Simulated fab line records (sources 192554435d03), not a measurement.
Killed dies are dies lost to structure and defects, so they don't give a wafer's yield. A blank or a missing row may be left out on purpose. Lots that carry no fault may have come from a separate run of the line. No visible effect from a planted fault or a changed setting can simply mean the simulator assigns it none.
fab line records	flow n5-finfet
record: lots: 4	wafers: 12	last-day: 17
route steps=1938 shown GATE_CUT@465 BEOL_M4@1111 PASSIVATION@1936
lots with no fault: from the same line, run without faults
start-h: start of the lot's first displayed wafer, in hours after the record's first day	wait-h: how many hours have passed since the lot's step before this one	" repeats the value in the row above	L1.1+2: a row that stands for several wafers	- no value present, or no start provided	* or withheld: withheld	< > ~ a bound
route shown NAME@n: names a module that has steps shown in the file, with the first one's number in the route	usual: mean and standard deviation over wafers with no fault	same: alike in all rows	chamber/n: place in a boat	sites: each site's reading	_std_site: how widely they spread, as a standard deviation	_edge_site: the outer-site mean with the inner-site mean subtracted	radius-mm: how far each site lies from the wafer's centre	mask NAME#n: copy n	behind: the last tool/chamber to shape the wafer	hold: the reason the lot was held/the length of the hold in hours/how it ended	device: names the non-switching transistor (n, p or np)	end of line: the same wafers' tests at the end of the route	a step without rows: its recipe alone	killed: count of dies lost to structure and defects at first sort (not the wafer's yield)	map: the dies of a wafer, with x for killed, . for not killed, _ for no die there
set.NAME: setting as actually run; set.NAME@STEP: the setting as run at that earlier step	model.NAME: the simulator's own value behind a step, which no gauge read
a table for each step, a row for each wafer; lots at some steps of the route
services: the hour from which a tool's chamber was out of use, counted from the record's first day as start-h (under 0 if before that day), plus the number of hours and why
== steps ==
step: N5_GATE_CUT_ETCHBACK_00
recipe: chemistry: SF6/Cl2	target: W	pressure-mtorr: 8	icp-w: 900	bias-w: 80	SF6_flow_sccm: 40	Cl2_flow_sccm: 60
step: N5_GATE_CUT_ETCH_56
recipe: chemistry: Cl2/Ar	target: TiN	target-depth-a: 216	pressure-mtorr: 10	icp-w: 600	bias-w: 60	Cl2_flow_sccm: 40	Ar_flow_sccm: 60
step: N5_GATE_CUT_ETCHBACK_30
recipe: chemistry: Cl2/Ar	target: TiN	target-depth-a: 30	mode: isotropic	pressure-mtorr: 10	icp-w: 600	bias-w: 60	Cl2_flow_sccm: 40	Ar_flow_sccm: 60
step: N5_GATE_CUT_VAPOR_ETCH_60
recipe: chemistry: BCl3/Cl2	target: HfO2	mode: isotropic
step: N5_GATE_CUT_ETCH_58
recipe: chemistry: CH3F/O2	target: SiNx	target-depth-a: 170	time-s: 128.6	ion-energy-ev: 50	pressure-mtorr: 30	source-w: 415	bias-w: 21	Ar_flow_sccm: 150	CH3F_flow_sccm: 30	O2_flow_sccm: 20
step: N5_GATE_CUT_STRIP_59
recipe: chemistry: N2/H2	time-s: 20	power-w: 100	temp-c: 40	pressure-mtorr: 100	rf-frequency-hz: 6e+07	bias-power-w: 3	n2-flow-sccm: 300	h2-flow-sccm: 300
step: N5_GATE_CUT_PRECLEAN_31
recipe: temp-c: 23	chemistry: DIW	time-s: 300
step: N5_GATE_CUT_SRD_32
recipe: time-s: 30	temp-c: 23	rinse-liquid: diw	dry: ipa-marangoni
step: N5_GATE_CUT_SAC_CAP_01
recipe: material: SiNx	target-thk-a: 240	temp-c: 400	ald-precursor-family: SiH2I2	ald-co-reactant: N2/H2-plasma	pulse-time-s: 1	ald-cycles: 480	purge-time-s: 2	co-reactant-purge-time-s: 2	pressure-torr: 2
step: N5_GATE_CUT_PECVD_57
recipe: material: SiNx	target-thk-a: 210	temp-c: 400	precursor: SiH4/NH3/N2	pressure-torr: 1.5	rf-w: 300
step: N5_GATE_CUT_CMP_02
recipe: stop-on: SiO2	t-overpolish-s: 12.7	post-cmp-clean: alkaline-brush	down-force-psi: 2.5	platen-rpm: 51.8	pad-velocity-m-s: 1.0307	target-thk-nm: 0
step: N5_GATE_CUT_HM_DEP_46
recipe: material: SiO2	target-thk-a: 1300	temp-c: 400	precursor: TEOS/O2	pressure-torr: 6.5	rf-w: 900	teos-flow-sccm: 161.4	gas: O2	flow-sccm: 2650	time-s: 26.6
usual: heater-power-w: 608/78	showerhead-plenum-p-Torr: 8.36/0.034	throttle-valve-pct: 18.7/0.79
lot.wafer	tool	chamber	start-h	wait-h	heater-power-w	showerhead-plenum-p-Torr	throttle-valve-pct
L437.1	pecvd-04	1	130.51	0.0	632	8.36	18.6
L437.3	"	0	"	"	549	8.40	19.4
L437.4	"	0	"	"	537	8.39	19.1
L448.3	pecvd-04	2	198.77	0.0	554	8.36	17.8
L448.4	"	2	"	"	563	8.35	18.3
L448.6	"	0	"	"	493	8.38	19.5
L449.2	pecvd-04	0	206.49	0.0	487	8.38	19.7
L449.3	"	2	"	"	571	8.37	18.0
L449.4	"	2	"	"	579	8.35	17.9
L452.1	pecvd-03	0	222.93	0.0	687	8.35	18.7
L452.3	"	0	"	"	697	8.36	18.5
L452.6	"	1	"	"	624	8.38	19.2
step: N5_GATE_CUT_COAT_34
recipe: resist: SOC	temp-c: 250	time-s: 60	spin-rpm: 1500	resist-thk-nm: 60
step: N5_GATE_CUT_COAT_35
recipe: resist: SiARC	temp-c: 220	time-s: 60	spin-rpm: 1500	resist-thk-nm: 10
step: N5_GATE_CUT_COAT_27
recipe: resist: underlayer	temp-c: 205	time-s: 60	spin-rpm: 1500	resist-thk-nm: 10
step: N5_GATE_CUT_COAT_07
recipe: resist: CAR-EUV	spin-rpm: 1500	resist-thk-nm: 30
step: N5_GATE_CUT_EBR_09
recipe: solvent: PGMEA	ebr-width-mm: 1.5
step: N5_GATE_CUT_SOFTBAKE_08
recipe: temp-c: 110	time-s: 60	resist: CAR-EUV
step: N5_GATE_CUT_EXPOSE_10
recipe: mask-id: GATE_CUT	na: 0.33	source-shape: annular	sigma-inner: 0.35	sigma-outer: 0.8	polarization: unpolarized	target-cd-nm: 20	dose-mj: 43.25
step: N5_GATE_CUT_PEB_11
recipe: peb-temp-c: 100	peb-time-s: 60	resist: CAR-EUV
step: N5_GATE_CUT_DEVELOP_12
recipe: develop-time-s: 30	developer: TMAH	resist: CAR-EUV	rinse-liquid: surfactant-rinse	dry: air-spin	dev-temp-c: 23
step: N5_GATE_CUT_DESCUM_18
recipe: chemistry: O2	time-s: 7	source-power-w: 50	bias-power-w: 20	pressure-mtorr: 20	rf-frequency-hz: 2.712e+07	temp-c: 40	resist: CAR-EUV	o2-flow-sccm: 225
step: N5_GATE_CUT_ETCH_28
recipe: chemistry: N2/H2	target: underlayer	target-depth-a: 130	mask-material: CAR-EUV	time-s: 10.4	ion-energy-ev: 200	pressure-mtorr: 30	source-w: 840	bias-w: 150	n2-flow-sccm: 200	h2-flow-sccm: 200	ends: cleared
step: N5_GATE_CUT_ETCH_36
recipe: chemistry: CF4	target: SiARC	target-depth-a: 130	mask-material: CAR-EUV	time-s: 21.7	ion-energy-ev: 80	pressure-mtorr: 40	source-w: 545	bias-w: 36	Ar_flow_sccm: 100	cf4-flow-sccm: 100	ends: cleared
step: N5_GATE_CUT_ETCH_37
recipe: chemistry: N2/H2	target: SOC	target-depth-a: 600	overetch-a: 120	mask-material: SiARC	temp-c: 40	time-s: 90	ion-energy-ev: 200	pressure-mtorr: 30	source-w: 840	bias-w: 150	n2-flow-sccm: 200	h2-flow-sccm: 200
step: N5_GATE_CUT_STRIP_38
recipe: chemistry: N2/H2	temp-c: 40	n2-flow-sccm: 200	h2-flow-sccm: 200	rf-frequency-hz: 6e+07
step: N5_GATE_CUT_STRIP_39
recipe: chemistry: N2/H2	temp-c: 40	n2-flow-sccm: 200	h2-flow-sccm: 200	rf-frequency-hz: 6e+07
step: N5_GATE_CUT_HM_OPEN_40
recipe: chemistry: C4F6/O2	target: SiO2	mask-material: SiARC	target-depth-a: 1390	time-s: 85.1	ion-energy-ev: 250	pressure-mtorr: 30	source-w: 345	bias-w: 185	Ar_flow_sccm: 300	C4F6_flow_sccm: 10	O2_flow_sccm: 10	ends: cleared
step: N5_GATE_CUT_STRIP_41
recipe: chemistry: CF4	resist: SiARC	power-w: 300	bias-power-w: 75	pressure-mtorr: 50	cf4-flow-sccm: 150	rf-frequency-hz: 6e+07
step: N5_GATE_CUT_STRIP_42
recipe: chemistry: O2	power-w: 400	temp-c: 40	pressure-mtorr: 30	rf-frequency-hz: 6e+07	bias-power-w: 0	overash-fraction: 0.3	o2-flow-sccm: 225
step: N5_GATE_CUT_ETCH_19
recipe: chemistry: CH3F/O2	target: SiNx	mask-material: SiO2	target-depth-a: 537	time-s: 76.7	pressure-mtorr: 30	source-w: 395	bias-w: 73	Ar_flow_sccm: 150	CH3F_flow_sccm: 30	O2_flow_sccm: 20	ion-energy-ev: 120	ends: cleared
step: N5_GATE_CUT_CUT_ETCH_53
recipe: chemistry: SF6/Cl2	target: W	mask-material: SiO2	target-depth-a: 792	pressure-mtorr: 8	icp-w: 900	bias-w: 80	SF6_flow_sccm: 40	Cl2_flow_sccm: 60	ends: cleared
usual: drypump-motor-current-A: 6.1/0.43	etch-rf-on-time-s: 26.4/0.61	oes-product-au: 0.66/0.088	throttle-valve-pct: 28.75/0.15
lot.wafer	tool	chamber	start-h	wait-h	drypump-motor-current-A	etch-rf-on-time-s	oes-product-au	rf-hours-counter-h	throttle-valve-pct
L437.1	rie-metal-03	0	131.66	0.1	5.4	26.0	0.67	56	28.79
L437.3	"	0	"	"	5.4	25.8	0.67	-	28.77
L437.4	"	1	"	"	6.5	26.7	0.78	-	28.47
L448.3	rie-metal-02	1	199.65	0.1	6.5	27.1	0.49	-	28.18
L448.4	"	0	"	"	5.9	25.6	0.42	-	28.39
L448.6	"	1	"	"	6.5	27.2	0.51	-	28.19
L449.2	rie-metal-01	1	207.48	0.1	6.6	26.7	0.62	0	28.00
L449.3	"	1	"	"	6.5	26.9	0.62	-	27.96
L449.4	"	0	"	"	6.3	26.7	0.39	-	28.28
L452.1	rie-metal-03	0	223.93	0.1	5.4	25.8	0.65	65	28.81
L452.3	"	0	"	"	5.4	25.8	0.66	-	28.80
L452.6	"	0	"	"	5.4	25.7	0.65	-	28.78
step: N5_GATE_CUT_CUT_ETCH_54
recipe: chemistry: Cl2/BCl3	target: TiN	mask-material: SiO2	target-depth-a: 967	pressure-mtorr: 10	icp-w: 1000	bias-w: 126	Cl2_flow_sccm: 53.25	bcl3-flow-sccm: 21.75	Ar_flow_sccm: 25	ends: cleared
step: N5_GATE_CUT_CUT_ETCH_55
recipe: chemistry: BCl3	target: HfO2	mask-material: SiO2	target-depth-a: 32	ion-energy-ev: 30	pressure-mtorr: 5	icp-w: 450	bias-w: 18	bcl3-flow-sccm: 80
step: N5_GATE_CUT_ETCH_47
recipe: chemistry: Cl2/BCl3	target: SiO2	target-depth-a: 100	pressure-mtorr: 10	icp-w: 1000	bias-w: 126	Cl2_flow_sccm: 53.25	bcl3-flow-sccm: 21.75	Ar_flow_sccm: 25
step: N5_GATE_CUT_VAPOR_ETCH_48
recipe: chemistry: BCl3/Cl2	target: TiN	mode: isotropic
step: N5_GATE_CUT_VAPOR_ETCH_49
recipe: chemistry: BCl3/Cl2	target: TiAlC	mode: isotropic
step: N5_GATE_CUT_VAPOR_ETCH_51
recipe: chemistry: BCl3/Cl2	target: HfO2	mode: isotropic
step: N5_GATE_CUT_THK_MEAS_24
recipe: reads: SiO2_of_GATE_CUT_HM_DEP_46+SiO2_flowable_of_ILD0_FCVD_FILL_01
usual: GC_FILL_THK: 219.3/1.8
lot.wafer	tool	chamber	start-h	wait-h	GC_FILL_THK[nm]
L437.1	film-metro-01	-	133.90	-	218.1
L437.3	"	-	"	"	220.1
L437.4	"	-	"	"	220.4
L448.3	film-metro-02	-	201.86	-	194.3
L448.4	"	-	"	"	198.7
L448.6	"	-	"	"	197.9
L449.2	film-metro-01	-	209.71	-	195.8
L449.3	"	-	"	"	192.6
L449.4	"	-	"	"	196.2
L452.1	film-metro-01	-	226.20	-	213.3
L452.3	"	-	"	"	217.1
L452.6	"	-	"	"	218.6
step: N5_BEOL_M4_RC_MEAS_101
usual: DIBL_N: 36.9/1.6	DIBL_P: 37.1/2	IOFF_N: 0.17/0.032	IOFF_P: 0.22/0.036	ION_N: 674/12	ION_P: 463/7.8	SS_N: 71.7/0.63	SS_P: 73.5/0.62	VT_N: 249/3.3	VT_P: -250/3.5
lot.wafer	tool	chamber	start-h	wait-h	DIBL_N[mV/V]	DIBL_P[mV/V]	IOFF_N[nA/um]	IOFF_P[nA/um]	ION_N[uA/um]	ION_P[uA/um]	SS_N[mV/dec]	SS_P[mV/dec]	VT_N[mV]	VT_P[mV]
L437.1	prober-01	0	236.56	0.0	37.3	39.2	0.18	0.24	681	466	71.1	73.2	248	-249
L437.3	"	0	"	"	34.0	36.7	0.14	0.20	681	477	70.9	72.6	249	-250
L437.4	"	0	"	"	33.2	35.5	0.12	0.18	654	452	70.6	72.2	254	-253
L448.3	prober-01	0	281.28	0.4	36.8	34.9	0.15	0.21	691	471	71.0	73.9	250	-248
L448.4	"	0	"	"	37.9	35.1	0.17	0.23	678	464	71.5	73.2	249	-247
L448.6	"	0	"	"	40.2	38.7	0.22	0.30	690	477	72.4	74.6	245	-244
L449.2	prober-02	0	298.55	0.2	35.2	33.8	0.13	0.21	677	471	70.9	73.2	254	-250
L449.3	"	0	"	"	34.8	32.4	0.12	0.18	657	456	71.0	72.9	254	-252
L449.4	"	0	"	"	36.9	35.5	0.15	0.24	689	475	71.6	73.8	249	-248
L452.1	prober-01	0	309.93	0.0	36.5	37.0	0.16	0.23	683	469	71.9	73.0	248	-246
L452.3	"	0	"	"	36.5	38.3	0.15	0.25	669	463	71.4	73.4	252	-245
L452.6	"	0	"	"	36.6	37.2	0.16	0.24	675	467	71.7	73.4	249	-248
step: N5_PASSIVATION_PROBE_49
usual: defect-limited-yield: 90.9/1.6	killed_at_M0_to_M3: 34/11	killed_at_M4_up: 14/5.7	killed-at-contacts: 13/6.5	killed-at-front-end: 43/11	killed-at-other: 4/3.1	killed-dies: 107/19	killed-open: 71/14	killed-short: 35/7.9	sort_bin_5_function: 5.3/1.1	sort_bin_6_memory: 3.4/0.74	sort-n-pass: 1073/19	sort-yield-pct: 90.9/1.6
same: gross-dies: 1180	killed-at-back-side: 0	sort_bin_4_leakage[%]: 0	sort_bin_8_speed[%]: 0
lot.wafer	tool	chamber	start-h	wait-h	defect-limited-yield[%]	killed_at_M0_to_M3	killed_at_M4_up	killed-at-contacts	killed-at-front-end	killed-at-other	killed-dies	killed-open	killed-short	sort_bin_5_function[%]	sort_bin_6_memory[%]	sort-n-pass	sort-yield-pct[%]
L448.3	prober-02	-	375.43	0.1	62.0	26	22	2	388	10	448	67	33	34.2	3.5	732	62.0
L448.4	prober-02	-	375.48	0.2	62.5	27	7	17	388	4	443	62	25	34.7	2.7	737	62.5
L448.6	prober-02	-	375.58	0.3	58.1	37	14	4	433	6	494	68	34	37.5	4.4	686	58.1
L449.2	prober-01	-	392.67	0.1	58.0	44	16	10	416	10	496	97	47	37.3	4.6	684	58.0
L449.3	prober-01	-	392.72	0.1	59.2	20	8	8	439	7	482	60	34	38.2	2.3	698	59.2
L449.4	prober-01	-	392.77	0.2	58.2	45	32	8	404	4	493	83	43	37.6	4.1	687	58.2
killed by level:class
L448.3 GATE_CUT:area-etch=348 BEOL_M2:geometric-particle:open=9 STI_FIN_REVEAL:geometric-particle:open=8 BEOL_M4:geometric-particle:open=7 BEOL_M5:geometric-particle:open=7 FIN_SAQP:geometric-particle:short=5 BEOL_M0_SAQP:geometric-particle:open=5 DUMMY_GATE:geometric-particle:open=4
L448.4 GATE_CUT:area-etch=354 MOL_CONTACT_COAG:geometric-particle:open=13 FIN_SAQP:geometric-particle:open=9 BEOL_M3:geometric-particle:open=8 BEOL_M0_SAQP:geometric-particle:short=7 BEOL_M0_SAQP:geometric-particle:open=7 FIN_SAQP:geometric-particle:short=6 STI_FIN_REVEAL:geometric-particle:open=6
L448.6 GATE_CUT:area-etch=390 BEOL_M3:geometric-particle:open=16 STI_FIN_REVEAL:geometric-particle:open=11 DUMMY_GATE:geometric-particle:open=7 BEOL_M3:geometric-particle:short=5 FIN_SAQP:geometric-particle:short=4 MOL_CONTACT_COAG:geometric-particle:open=4 BEOL_M4:geometric-particle:open=4
L449.2 GATE_CUT:area-etch=351 FIN_SAQP:geometric-particle:open=22 FIN_SAQP:geometric-particle:short=16 BEOL_M0_SAQP:geometric-particle:open=12 BEOL_M0_SAQP:geometric-particle:short=12 MOL_CONTACT_COAG:geometric-particle:open=9 BEOL_M4:geometric-particle:open=8 ILD0:geometric-particle:open=6
L449.3 GATE_CUT:area-etch=387 STI_FIN_REVEAL:geometric-particle:open=9 FIN_SAQP:geometric-particle:open=8 FIN_SAQP:geometric-particle:short=6 ILD0:geometric-particle:open=5 MOL_CONTACT_COAG:geometric-particle:open=5 BEOL_M0:geometric-particle:open=5 BEOL_M1:geometric-particle:open=4
L449.4 GATE_CUT:area-etch=366 BEOL_M4:geometric-particle:open=14 BEOL_M0_SAQP:geometric-particle:open=13 FIN_SAQP:geometric-particle:open=12 BEOL_M0_SAQP:geometric-particle:short=11 FIN_SAQP:geometric-particle:short=8 BEOL_M1:geometric-particle:open=6 BEOL_M2:geometric-particle:open=6
map L448.6 (x killed, . not)
_________________............________________
______________....x....x........_____________
___________x........x..............__________
__________....xx.......x............_________
________xx.......x.x...............x.._______
_______.........x............x.........______
______..........x......................._____
_____..xx.xx.....xxxxxxxxx.x.............____
____..x.........xxxxxxxxxxxxxx.....x......___
___...........xxxxxxxxxxxxxxxx.x...........__
___.x..x....xxxxxxxxxxxxxxxxxxxx.x......x..__
__..........xxxxxxxxxxxxxxxxxxxxxx.........._
__.......x..xxxxxxxxxxxxx.xxxxxxxxx.x.x..x.._
_..x.......xxxxxxxxxxxxxxxxxxxxxxxxx....x....
_.........xxxxxxxxxxxxxxxxxxxxxxxx.x.........
_.x......xxxxxxxxxxxxxxxxxxxxxxxxxxx.........
_......x...xxxxxxxxxxxxxxxxxxxxxxxxxx....x...
_x.....x.xx.xxxxxxxxx.xxxxxxxxxxxxxx.......x.
_x........xx.xxxxxxxxxxxxxxxxxxxxxxx.....x...
_.........xxxxxxxxxxxxxxxxxxxxxxxxxx.........
_..x.......xxxxxxxxxxxxxxxxxxxxxxxxx..x.x....
__...xx....xxxxxxxxxxxxxxxxxxxx.xxx...xx...._
__..x........xxxxxxxxxxxxxxxxxxxx.x.x......._
___.........x.xxxxxxxxxxxxxxxxxxx..........__
___............xxxxxxxxxxxxxxxxx....x......__
____......x....xxxxxxxxxxxxxxx........x...___
_____....x.x...x.xxxxxxxxxxx.xxx..x.x..x.____
______x........x....xxxxx...........x..._____
_______...............................x______
________x...............x..........x.._______
__________...........x.............._________
___________...x.......x....x.......__________
______________.x................_____________
_________________x...........________________
map L449.2 (x killed, . not)
_________________........x...________________
______________.....x............_____________
___________.........xx.x.....x..x..__________
__________...........x..........x.x._________
________....x..x.......xxx..x..x......_______
_______.........x.........x....x.......______
______...............xxxx..x..x........._____
_____.............xxxxxxxxxxxx...x.......____
____.............xxxxxxxxxxxxxxx.........x___
___......xx..x.xxxxxxxxxxxxxxxxx...........__
___.........xxxxxxxxxxxxxxxxxxxxx..........__
__.........xxxxxxxxx.xxxxxxxxxxxxxxx........_
__x.......xxxxxxxxxxxxxxxxxxxxxxxx.x.....x.._
_..x..x...xxxxxxxxxxxxxxxxxxxxxxxxx.......xx.
_..........xxxxxxxxxxxxxxxxxxxxxxxxx.........
_.......x.xxxxxxxxxxxxxxxx.xxxx.xxx..........
_....x....xxxxxxxxxxxxxxxxxxxxxxxxxx.........
_.x........xxxxxxxxxxxxxxxxxxxxxxxxx........x
_.........xxxxxxxxxxxxxxxxxxxxxxxxxx..x.x....
_..........xxxxxxxxxxxxxxxx.xxxxxxx..........
_.x........xxxxxxxxxxxxxx.xxxxxxxxx..........
__x.......xxxxxxxxxxxxx.xxxx.x.xxxx..x.x.x.._
__x.......x.xxxxxxxxxxxxxxxxxxxxxx.........x_
___.x........xxxxxxxxxxxx.xxxxxxx......x...__
___.x..........xxxxxxxxx.xx.xxxxxx...x...x.__
____...........xxxxxxxx.xxxxxx.......x.x.x___
_____.........x....x.xx.xxx.....x..xx....____
______..........x....x.......xx........._____
_______.x......x....x...x..........x...______
________...............x....xx.....x.._______
__________xx........................_________
___________x........x.....x........__________
______________.....x.x......xxx._____________
_________________............________________
== services ==
tool	chamber	start-h	hours	kind
pecvd-03	2	114.00	2.1	scheduled-down
rie-metal-02	0	122.24	33.3	repair
rie-metal-03	-	123.70	0.8	repair
pecvd-04	-	151.02	2.8	pm
rie-metal-01	1	186.07	-	clean
rie-metal-01	1	186.07	16.2	scheduled-down
rie-metal-01	1	186.07	16.2	vent-cycle
pecvd-04	1	186.84	5.5	scheduled-down
pecvd-03	-	195.89	6.0	pm
pecvd-03	2	202.38	-	clean
pecvd-03	2	202.38	-	consumable-replace:showerhead
pecvd-03	2	202.38	29.0	scheduled-down
pecvd-03	2	202.38	29.0	vent-cycle
pecvd-03	-	207.52	4.3	pm
== key ==
first-sign: step: N5_GATE_CUT_THK_MEAS_24	reading: GC_FILL_THK	direction: down	sigmas: 13	usual: 219.3	struck: 195.9
effect: step: N5_PASSIVATION_PROBE_49	reading: killed-at-front-end	direction: up	sigmas: 33	usual: 43	struck: 411
more-kills-born-at: N5_GATE_CUT_ETCH_19@rie-diel-06: 1104	N5_GATE_CUT_ETCH_19@rie-diel-02: 1092
met-at N5_GATE_CUT_HM_DEP_46
struck-wafers L448.3,L448.4,L448.6,L449.2,L449.3,L449.4
onset-between 130.51 198.77
fault: kind: site-profile-drift	tool: pecvd-04	chamber: -	onset-h: 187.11	steps: N5_GATE_CUT_HM_DEP_46	basis: fraction	max-abs-drift: 0.44069	slope-share-per-hr: 97.93	site-pattern: 0,0,0,0,0,-1,-1,-1,-1
